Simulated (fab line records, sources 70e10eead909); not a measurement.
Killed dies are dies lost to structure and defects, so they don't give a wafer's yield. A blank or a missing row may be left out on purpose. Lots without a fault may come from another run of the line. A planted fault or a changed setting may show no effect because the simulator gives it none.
Chamber matching | flow nand_harc | NHARC_A_STAIRCASE_DESCUM_168 on rie_diel-04: 4 sister chambers
The step chemistry O2, time 3 s. 8 wafers are shown with their chamber, then 9 later ones without.

WAFERS WITH THEIR CHAMBER
wafer  | chamber | drypump_motor_current_A (A) | showerhead_plenum_p_Torr (Torr)
L081.1 | 2       | 5.4                         | 1.90
L081.6 | 1       | 5.0                         | 1.90
L085.1 | 2       | 5.4                         | 1.90
L085.3 | 3       | 6.7                         | 1.83
L085.6 | 0       | 5.9                         | 1.96
L090.1 | 3       | 6.7                         | 1.83
L090.2 | 0       | 6.0                         | 1.95
L090.3 | 1       | 5.0                         | 1.89

WAFERS WITHOUT THEIR CHAMBER
wafer  | drypump_motor_current_A (A) | showerhead_plenum_p_Torr (Torr)
L090.4 | 5.4                         | 1.89
L090.5 | 6.7                         | 1.82
L090.6 | 6.0                         | 1.95
L091.2 | 5.0                         | 1.89
L091.4 | 5.4                         | 1.89
L091.6 | 5.4                         | 1.89
L095.2 | 5.0                         | 1.89
L095.5 | 5.9                         | 1.95
L095.6 | 6.7                         | 1.82

WHICH CHAMBER EACH WENT THROUGH
wafer  | from the rows above | in truth
L090.4 | 2                   | 2
L090.5 | 3                   | 3
L090.6 | 0                   | 0
L091.2 | 1                   | 1
L091.4 | 2                   | 2
L091.6 | 2                   | 2
L095.2 | 1                   | 1
L095.5 | 0                   | 0
L095.6 | 3                   | 3
Placed correctly: 9 of 9. Can't be placed from these rows: 0. Placed wrongly: 0.
How it was worked out, from the rows above alone: a wafer's distance from a chamber is the root of the sum, over the readings, of the square of ((its reading less the chamber's mean) divided by the reading's scatter). The wafer belongs to the nearest chamber; if the next one is less than 2 further off, it can't be placed. A chamber's mean is the mean of its shown wafers. The scatter: the root of (the sum of the squares of (reading less its chamber's mean) over the shown wafers, divided by (wafers less chambers)).
